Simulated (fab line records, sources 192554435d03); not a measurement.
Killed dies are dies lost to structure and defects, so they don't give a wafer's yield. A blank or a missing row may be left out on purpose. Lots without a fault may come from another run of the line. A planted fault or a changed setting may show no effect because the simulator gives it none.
fab line records | flow n5_finfet
record lots=10 wafers=27 last_day=20
route steps=1938 shown BEOL_M3@1010 BEOL_M4@1031 PASSIVATION@1936
lots that met no fault: from a run of the same line without faults
start_h: hours from the record's first day to the start of the lot's first wafer shown | wait_h: hours since the lot's step before | " the same as in the row above | L1.1+2: a row that stands for several wafers | - no value, or no start given | * or withheld: withheld | < > ~ a bound
route shown NAME@n: a module of which the file shows steps, and the number in the route of the first | usual: mean/standard deviation of fault-free wafers | same: alike in all rows | chamber/n: place in a boat | sites: the reading at each site | _std_site: their standard deviation | _edge_site: outer sites' mean less inner sites' | radius_mm: how far each site lies from the wafer's centre | mask NAME#n: copy n | behind: the tool/chamber that last shaped the wafer | hold: why the lot was held/for how many hours/how that ended | device: the transistor (n, p or np) that didn't switch | end of line: the same wafers' tests at the end of the route | a step without rows: its recipe alone | killed: dies lost to structure and defects at the first sort, not the wafer's yield | map: a wafer's dies, x killed, . not, _ none there
set.NAME: the setting as run; set.NAME@STEP: as run at that earlier step | model.NAME: the simulator's own value behind a step, which no gauge read
steps of the route over a sample of lots; a table a step, a row a wafer
services: from which hour (start_h, from the record's first day; less than 0 if before it) a tool's chamber was out of use, for how many hours, and why
## steps
# step N5_BEOL_M3_SPUTTER_96
# recipe material=Cu target_thk_a=45 temp_c=-20 chamber_pressure_pa=0.07 power_w=withheld time_s=8.29
# usual throttle_valve_pct=29.6/0.87
# columns lot.wafer tool chamber start_h wait_h throttle_valve_pct
L330.2 pvd_sputter-02 - 166.05 0.1 30.6
L330.3 " - " " 29.5
L330.5 " - " " 30.3
L332.4 pvd_sputter-01 - 191.27 0.1 30.7
L332.5 " - " " 30.4
L339.2 pvd_sputter-01 - 227.99 0.1 28.5
L339.6 " - " " 28.5
L340.1 pvd_sputter-03 - 249.13 0.1 28.5
L340.4 " - " " 30.0
L340.6 " - " " 28.7
L341.1 pvd_sputter-01 - 254.15 0.1 28.9
L341.2 " - " " 30.4
L341.4 " - " " 30.4
L344.1 pvd_sputter-01 - 257.01 0.1 30.8
L344.2 " - " " 28.6
L344.6 " - " " 28.4
L343.1 pvd_sputter-01 - 266.92 0.1 28.9
L343.2 " - " " 30.7
L343.4 " - " " 30.8
L345.2 pvd_sputter-02 - 283.89 0.1 29.5
L345.6 " - " " 28.8
L352.2 pvd_sputter-02 - 321.23 0.1 30.4
L352.3 " - " " 29.1
L352.4 " - " " 29.0
L351.2 pvd_sputter-01 - 325.36 0.1 30.6
L351.4 " - " " 28.1
L351.5 " - " " 28.9
# step N5_BEOL_M3_CMP_52
# recipe stop_on=SiOC t_overpolish_s=6.8 down_force_psi=1 platen_rpm=50 clearing_platen_down_force_psi=1.5 clearing_platen_rpm=50 post_cmp_clean=cu_alkaline target_thk_nm=40 clearing_platen_pad_velocity_m_s=0.99484 pad_velocity_m_s=0.99484
# usual barrier_field_endpoint_s=24.7/0.66 motor_current_A=6.2/0.72 overpolish_run_s=6.800/0.0089 platen_rpm=50.00/0.032 retaining_ring_pressure_frac=1.000/0.0051 slurry_flow_ml_min=150.0/0.53 time_to_endpoint_s=63/3.8
# columns lot.wafer tool chamber start_h wait_h barrier_field_endpoint_s motor_current_A overpolish_run_s platen_rpm retaining_ring_pressure_frac slurry_flow_ml_min time_to_endpoint_s
L330.2 cmp-04 3 166.62 0.3 24.6 6.5 6.811 50.05 1.002 148.8 67
L330.3 " 0 " " 25.4 5.7 6.794 49.98 0.997 150.7 62
L330.5 " 2 " " 24.8 5.2 6.804 49.96 0.998 150.3 63
L332.4 cmp-02 2 191.80 0.2 24.9 5.2 6.806 50.09 0.996 149.9 66
L332.5 " 1 " " 25.2 5.7 6.816 49.99 1.007 150.3 67
L339.2 cmp-02 3 228.84 0.4 23.8 6.6 6.805 50.05 1.000 150.3 59
L339.6 " 1 " " 25.6 6.0 6.804 50.05 0.998 150.5 65
L340.1 cmp-04 2 249.62 0.3 24.4 5.1 6.802 50.01 1.003 150.1 62
L340.4 " 3 " " 25.6 6.6 6.802 50.01 1.001 150.5 65
L340.6 " 3 " " 24.6 6.5 6.792 50.10 0.991 150.2 65
L341.4 cmp-04 1 254.80 0.3 25.1 6.5 6.800 49.99 0.996 150.2 67
L341.2 " 3 " " 24.6 6.2 6.820 49.97 1.003 150.8 66
L341.1 " 0 " " 24.7 6.3 6.798 49.97 0.999 149.4 66
L344.1 cmp-02 1 257.56 0.3 24.6 5.9 6.799 50.04 0.995 149.3 64
L344.2 " 3 " " 24.3 6.0 6.818 49.95 1.010 150.4 61
L344.6 " 1 " " 25.0 6.0 6.794 49.99 0.992 149.4 66
L343.1 cmp-02 3 267.41 0.3 23.4 6.1 6.804 50.02 1.011 150.2 53
L343.4 " 0 " " 25.0 7.7 6.791 50.02 1.005 149.2 58
L343.2 " 1 " " 25.3 6.0 6.814 49.99 1.001 149.2 61
L345.2 cmp-02 0 285.09 0.5 24.3 8.2 6.791 49.97 1.004 149.8 63
L345.6 " 1 " " 24.4 6.3 6.803 49.98 1.006 149.5 62
L352.2 cmp-03 3 321.75 0.2 25.0 6.2 6.810 50.00 0.999 149.6 63
L352.3 " 1 " " 24.8 6.2 6.790 49.96 1.000 150.6 66
L352.4 " 2 " " 24.3 6.1 6.788 50.02 0.999 150.4 59
L351.4 cmp-03 0 325.90 0.1 24.3 6.5 6.804 50.00 1.004 149.5 60
L351.2 " 2 " " 24.5 6.5 6.804 50.05 0.998 150.0 61
L351.5 " 0 " " 25.1 6.1 6.794 50.03 0.998 149.5 64
# step N5_BEOL_M4_EXPOSE_08
# recipe mask_id=M4 na=0.33 source_shape=dipole sigma_inner=0.369 sigma_outer=0.767 polarization=unpolarized dose_mj=41.25
# columns lot.wafer tool chamber start_h wait_h mask
L330.2+3+5 euv_scanner-02 0 167.86 - M4#0
L332.4+5 euv_scanner-02 0 193.01 - M4#0
L339.2+6 euv_scanner-01 0 232.60 - M4#0
L340.1+4+6 euv_scanner-02 0 251.52 - M4#0
L341.1+2+4 euv_scanner-02 0 257.29 - M4#0
L344.1+2+6 euv_scanner-01 0 260.64 - M4#0
L343.1+2+4 euv_scanner-01 0 269.15 - M4#0
L345.2+6 euv_scanner-02 0 287.93 - M4#0
L352.2+3+4 euv_scanner-02 0 323.54 - M4#0
L351.2+4+5 euv_scanner-02 0 328.96 - M4#0
# step N5_BEOL_M4_OVL_MEAS_12
# recipe points_per_wafer=522
# usual M4_OVL=0.3/0.71
# columns lot.wafer tool chamber start_h wait_h M4_OVL[nm]
L330.2 overlay-02 0 168.03 0.0 0.8
L330.3 " 0 " " 1.3
L330.5 " 0 " " 0.0
L332.4 overlay-02 0 193.17 0.0 0.7
L332.5 " 0 " " 0.1
L339.2 overlay-02 0 232.76 0.0 0.2
L339.6 " 0 " " 0.0
L340.1 overlay-01 0 251.68 0.0 0.8
L340.4 " 0 " " 0.6
L340.6 " 0 " " -0.2
L341.1 overlay-01 0 257.46 0.0 2.0
L341.2 " 0 " " 1.4
L341.4 " 0 " " 2.2
L344.1 overlay-01 0 260.81 0.0 0.3
L344.2 " 0 " " 0.5
L344.6 " 0 " " 0.7
L343.1 overlay-02 0 269.31 0.0 0.2
L343.2 " 0 " " 0.6
L343.4 " 0 " " 0.4
L345.2 overlay-01 0 288.09 0.0 0.8
L345.6 " 0 " " 0.9
L352.2 overlay-01 0 323.70 0.0 4.1
L352.3 " 0 " " 4.0
L352.4 " 0 " " 3.5
L351.2 overlay-02 0 329.12 0.0 5.2
L351.4 " 0 " " 4.4
L351.5 " 0 " " 5.3
# step N5_BEOL_M4_STRIP_66
# recipe chemistry=CF4 resist=SiARC power_w=300 bias_power_w=75 pressure_mtorr=50 cf4_flow_sccm=150 rf_frequency_hz=6e+07
# usual drypump_motor_current_A=5.6/0.43 oes_product_au=0.76/0.073 rf_fwd_power_W=292.5/0.95 rf_vpp_V=270.8/1.6 showerhead_plenum_p_Torr=1.78/0.06 throttle_valve_pct=13.60/0.25
# columns lot.wafer tool chamber start_h wait_h drypump_motor_current_A oes_product_au rf_fwd_power_W rf_hours_counter_h rf_vpp_V showerhead_plenum_p_Torr throttle_valve_pct
L330.2 rie_diel-05 1 168.45 0.0 6.2 0.77 292.9 132 269.5 1.78 13.73
L330.3 " 3 " " 5.5 0.69 292.8 228 268.9 1.71 13.60
L330.5 " 2 " " 5.3 0.70 291.3 - 270.3 1.83 13.67
L332.4 rie_diel-04 0 193.45 0.0 5.8 0.75 292.3 133 269.5 1.77 13.18
L332.5 " 1 " " 6.2 0.72 291.8 - 269.2 1.73 13.93
L339.2 rie_diel-04 0 233.07 0.0 5.8 0.75 292.1 145 272.5 1.77 13.20
L339.6 " 1 " " 6.2 0.71 292.7 - 270.5 1.73 13.96
L340.1 rie_diel-01 3 252.05 0.0 5.0 0.75 291.3 164 270.3 1.73 13.77
L340.4 " 2 " " 5.1 0.69 292.8 - 270.6 1.74 13.68
L340.6 " 1 " " 5.8 0.77 291.7 - 272.6 1.86 13.40
L341.1 rie_diel-04 0 257.83 0.0 5.8 0.75 292.1 153 270.7 1.77 13.23
L341.2 " 3 " " 5.5 0.74 292.5 170 269.5 1.71 13.64
L341.4 " 2 " " 5.6 0.85 294.0 54 272.5 1.83 13.77
L344.1 rie_diel-05 0 261.97 0.0 5.1 0.72 293.3 214 268.3 1.69 13.47
L344.2 " 1 " " 6.2 0.74 292.0 163 272.5 1.77 13.78
L344.6 " 1 " " 6.2 0.74 291.9 - 271.3 1.77 13.81
L343.1 rie_diel-05 3 269.62 0.0 5.4 0.98 293.3 1 274.1 1.92 13.05
L343.2 " 0 " " 5.1 0.71 291.4 218 269.6 1.69 13.47
L343.4 " 1 " " 6.1 0.74 291.3 - 270.2 1.77 13.83
L345.2 rie_diel-04 2 288.39 0.0 5.6 0.81 293.8 68 270.5 1.83 13.81
L345.6 " 1 " " 6.2 0.70 290.7 - 270.3 1.72 14.00
L352.2 rie_diel-04 1 324.00 0.0 6.1 0.70 293.4 227 268.5 1.72 14.02
L352.3 " 3 " " 5.5 0.73 293.6 195 268.0 1.71 13.70
L352.4 " 2 " " 5.6 0.80 292.3 81 269.8 1.83 13.84
L351.2 rie_diel-01 1 329.42 0.0 5.8 0.75 292.8 166 272.2 1.85 13.47
L351.4 " 0 " " 6.2 0.88 292.5 - 269.7 1.82 13.32
L351.5 " 3 " " 5.0 0.72 292.1 - 269.6 1.72 13.84
# step N5_BEOL_M4_RC_MEAS_101
# usual DIBL_N=36.5/2.1 DIBL_P=36.6/2.6 IOFF_N=0.17/0.044 IOFF_P=0.21/0.048 ION_N=674/17 ION_P=462/9.5 SS_N=71.6/0.77 SS_P=73.5/0.72 VT_N=250/4.2 VT_P=-250/3.9
# columns lot.wafer tool chamber start_h wait_h DIBL_N[mV/V] DIBL_P[mV/V] IOFF_N[nA/um] IOFF_P[nA/um] ION_N[uA/um] ION_P[uA/um] SS_N[mV/dec] SS_P[mV/dec] VT_N[mV] VT_P[mV]
L330.2 prober-02 0 194.37 0.2 36.8 36.2 0.19 0.25 686 468 71.4 74.0 246 -245
L330.3 " 0 " " 34.5 33.7 0.15 0.22 673 466 71.3 73.4 252 -247
L330.5 " 0 " " 35.9 34.8 0.18 0.22 683 469 71.5 73.4 245 -249
L332.4 prober-02 0 224.41 0.5 34.9 33.9 0.13 0.17 671 460 70.6 73.4 255 -254
L332.5 " 0 " " 37.0 37.6 0.17 0.22 684 468 71.1 74.7 248 -252
L339.2 prober-01 0 252.24 0.2 36.6 35.0 0.16 0.21 691 467 71.0 73.7 253 -253
L339.6 " 0 " " 36.9 35.7 0.18 0.22 697 473 71.7 73.7 249 -250
L340.1 prober-01 0 270.26 0.0 37.4 37.5 0.16 0.22 680 464 71.7 73.9 251 -249
L340.4 " 0 " " 37.1 36.5 0.14 0.21 658 465 72.3 73.2 254 -248
L340.6 " 0 " " 35.6 34.6 0.12 0.18 665 464 71.1 72.7 255 -251
L341.1 prober-01 0 275.72 0.0 37.5 38.5 0.20 0.23 679 457 71.9 74.0 246 -251
L341.2 " 0 " " 33.3 34.1 0.12 0.17 659 454 70.4 72.7 252 -254
L341.4 " 0 " " 39.0 39.8 0.23 0.25 682 466 72.8 74.5 246 -247
L344.1 prober-02 0 277.93 0.0 34.3 33.9 0.12 0.15 659 451 71.0 73.1 258 -258
L344.2 " 0 " " 36.0 37.2 0.16 0.21 688 466 71.6 73.3 249 -253
L344.6 " 0 " " 36.1 37.2 0.15 0.21 662 455 71.7 74.1 251 -253
L343.1 prober-01 0 288.22 0.0 38.7 38.6 0.21 0.25 703 473 71.7 74.1 243 -249
L343.2 " 0 " " 38.1 38.9 0.21 0.25 696 480 71.5 73.7 244 -248
L343.4 " 0 " " 36.4 36.6 0.16 0.21 677 455 70.9 73.3 248 -250
L345.2 prober-02 0 300.94 0.7 35.9 32.5 0.13 0.17 642 446 70.9 72.0 254 -252
L345.6 " 0 " " 33.9 32.2 0.11 0.17 643 449 70.0 71.7 252 -249
L352.2 prober-02 0 339.48 0.2 34.4 33.6 0.13 0.17 667 457 70.5 72.3 250 -251
L352.3 " 0 " " 36.6 36.6 0.17 0.22 691 472 71.7 73.8 249 -248
L352.4 " 0 " " 37.4 37.9 0.18 0.24 679 468 71.6 73.5 250 -246
L351.2 prober-02 0 346.14 0.2 36.3 37.5 0.18 0.28 697 485 72.9 73.5 248 -246
L351.4 " 0 " " 37.3 39.0 0.22 0.31 695 473 72.6 73.7 246 -241
L351.5 " 0 " " 34.7 33.1 0.14 0.19 648 451 72.8 72.3 257 -251
# step N5_PASSIVATION_PROBE_49
# usual defect_limited_yield=91.2/1.5 killed_at_M0_to_M3=36/10 killed_at_M4_up=14/5.2 killed_at_contacts=12/6 killed_at_front_end=37/10 killed_at_other=4/3.3 killed_dies=104/18 killed_open=68/14 killed_short=34/7.4 sort_bin_5_function=5.2/1 sort_bin_6_memory=3.3/0.7 sort_bin_8_speed=0.01/0.045 sort_n_pass=1076/18 sort_yield_pct=91.2/1.5
# same gross_dies=1180 killed_at_back_side=0 sort_bin_4_leakage[%]=0
# columns lot.wafer tool chamber start_h wait_h defect_limited_yield[%] killed_at_M0_to_M3 killed_at_M4_up killed_at_contacts killed_at_front_end killed_at_other killed_dies killed_open killed_short sort_bin_5_function[%] sort_bin_6_memory[%] sort_bin_8_speed[%] sort_n_pass sort_yield_pct[%]
L345.2 prober-01 - 399.11 0.1 90.3 49 10 7 40 8 114 75 31 5.1 3.6 0.25 1063 90.1
L345.6 prober-01 - 399.31 0.3 94.1 23 13 3 28 3 70 49 20 4.1 1.8 0.17 1108 93.9
L344.1 prober-01 - 400.51 0.0 89.1 42 14 10 61 2 129 77 52 6.4 4.2 0 1051 89.1
L344.2 prober-01 - 400.56 0.1 92.3 29 12 7 41 2 91 55 36 5.0 2.4 0 1089 92.3
L344.6 prober-01 - 400.76 0.3 90.1 44 9 11 52 1 117 71 45 6.1 3.2 0 1063 90.1
L343.1 prober-01 - 401.20 0.0 91.9 41 15 2 34 4 96 67 29 4.8 3.1 0 1084 91.9
L343.2 prober-01 - 401.25 0.1 91.3 33 22 9 35 4 103 67 33 4.7 3.8 0 1077 91.3
L343.4 prober-01 - 401.35 0.2 93.7 24 11 9 27 3 74 48 24 3.3 2.8 0 1106 93.7
# killed by level:class
L345.2 BEOL_M0_SAQP:geometric_particle:open=15 BEOL_M3:geometric_particle:open=11 BEOL_M0_SAQP:geometric_particle:short=8 HKMG_FIN:area_etch=8 MOL_CONTACT_COAG:geometric_particle:open=7 FIN_SAQP:geometric_particle:open=6 BEOL_M4:geometric_particle:open=6 STI_FIN_REVEAL:geometric_particle:open=5
L345.6 BEOL_M0_SAQP:geometric_particle:open=7 BEOL_M3:geometric_particle:open=7 FIN_SAQP:geometric_particle:open=6 BEOL_M4:geometric_particle:open=6 GATE_CUT:geometric_particle:short=5 STI_FIN_REVEAL:geometric_particle:open=4 BEOL_M0_SAQP:geometric_particle:short=4 FIN_SAQP:geometric_particle:short=3
L344.1 STI_FIN_REVEAL:geometric_particle:open=13 BEOL_M0_SAQP:geometric_particle:open=10 BEOL_M0_SAQP:geometric_particle:short=8 FIN_SAQP:geometric_particle:open=7 FIN_SAQP:geometric_particle:short=7 MOL_CONTACT_COAG:geometric_particle:open=7 STI_FIN_REVEAL:geometric_particle:short=6 ILD0:geometric_particle:short=6
L344.2 FIN_SAQP:geometric_particle:open=9 BEOL_M1:geometric_particle:open=9 GATE_CUT:geometric_particle:short=7 MOL_CONTACT_COAG:geometric_particle:open=7 FIN_SAQP:geometric_particle:short=6 BEOL_M2:geometric_particle:open=5 BEOL_M1:geometric_particle:short=5 BEOL_M4:geometric_particle:open=5
L344.6 FIN_SAQP:geometric_particle:open=16 FIN_SAQP:geometric_particle:short=14 BEOL_M1:geometric_particle:open=14 BEOL_M0_SAQP:geometric_particle:short=9 DUMMY_GATE:geometric_particle:open=8 MOL_CONTACT_COAG:geometric_particle:open=7 BEOL_M2:geometric_particle:open=7 BEOL_M0_SAQP:geometric_particle:open=5
L343.1 BEOL_M0_SAQP:geometric_particle:short=14 STI_FIN_REVEAL:geometric_particle:open=10 BEOL_M3:geometric_particle:open=10 FIN_SAQP:geometric_particle:open=7 BEOL_M0_SAQP:geometric_particle:open=7 BEOL_M4:geometric_particle:open=6 FIN_SAQP:geometric_particle:short=4 BEOL_M7:geometric_particle:open=4
L343.2 BEOL_M4:geometric_particle:open=13 BEOL_M0_SAQP:geometric_particle:open=12 MOL_CONTACT_COAG:geometric_particle:open=9 STI_FIN_REVEAL:geometric_particle:open=8 BEOL_M0_SAQP:geometric_particle:short=7 FIN_SAQP:geometric_particle:short=6 FIN_SAQP:geometric_particle:open=5 DUMMY_GATE:geometric_particle:open=4
L343.4 BEOL_M0_SAQP:geometric_particle:open=9 FIN_SAQP:geometric_particle:open=7 MOL_CONTACT_COAG:geometric_particle:open=7 BEOL_M0_SAQP:geometric_particle:short=6 BEOL_M0:geometric_particle:open=4 STARTING-WAFER:geometric_particle:short=4 GATE_CUT:geometric_particle:open=3 GATE_CUT:geometric_particle:short=3
## services
# columns tool chamber start_h hours kind
cmp-02 - 144.13 7.5 pm
euv_scanner-02 - 153.68 1.0 pm
pvd_sputter-01 - 155.50 4.5 repair
euv_scanner-01 - 169.38 1.0 pm
cmp-02 - 173.39 1.6 repair
cmp-04 - 177.98 9.0 pm
rie_diel-04 2 196.85 3.7 repair
euv_scanner-02 - 209.83 1.0 pm
cmp-02 - 216.81 1.2 repair
pvd_sputter-01 - 219.23 4.0 repair
euv_scanner-01 - 225.53 1.0 pm
cmp-02 - 231.63 10.3 pm
euv_scanner-02 - 259.35 4.0 repair
cmp-02 - 259.41 4.0 pm
euv_scanner-02 - 263.37 4.6 pm
rie_diel-04 0 268.44 10.6 repair
rie_diel-04 3 273.77 2.0 repair
rie_diel-05 1 286.76 30.4 repair
cmp-02 - 289.59 4.6 pm
euv_scanner-02 - 319.53 0.4 repair
cmp-02 - 321.72 0.3 repair
euv_scanner-02 - 322.13 1.0 pm
euv_scanner-02 - 324.17 2.5 repair
cmp-02 - 328.59 0.6 repair
## key
first_sign step=N5_BEOL_M4_OVL_MEAS_12 reading=M4_OVL direction=up sigmas=5.8 usual=0.3 struck=4.5
effect none on later readings
met_at N5_BEOL_M4_EXPOSE_08
struck_lots L351,L352
not_acting_at N5_BEOL_M3_SPUTTER_96,N5_BEOL_M3_CMP_52,N5_BEOL_M4_STRIP_66
onset_between 287.93 323.54
also_fits time
fault kind=scanner_matching_overlay tool=euv_scanner-02 chamber=- onset_h=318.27 steps=N5_BEOL_M4_EXPOSE_08 offset=4.3862
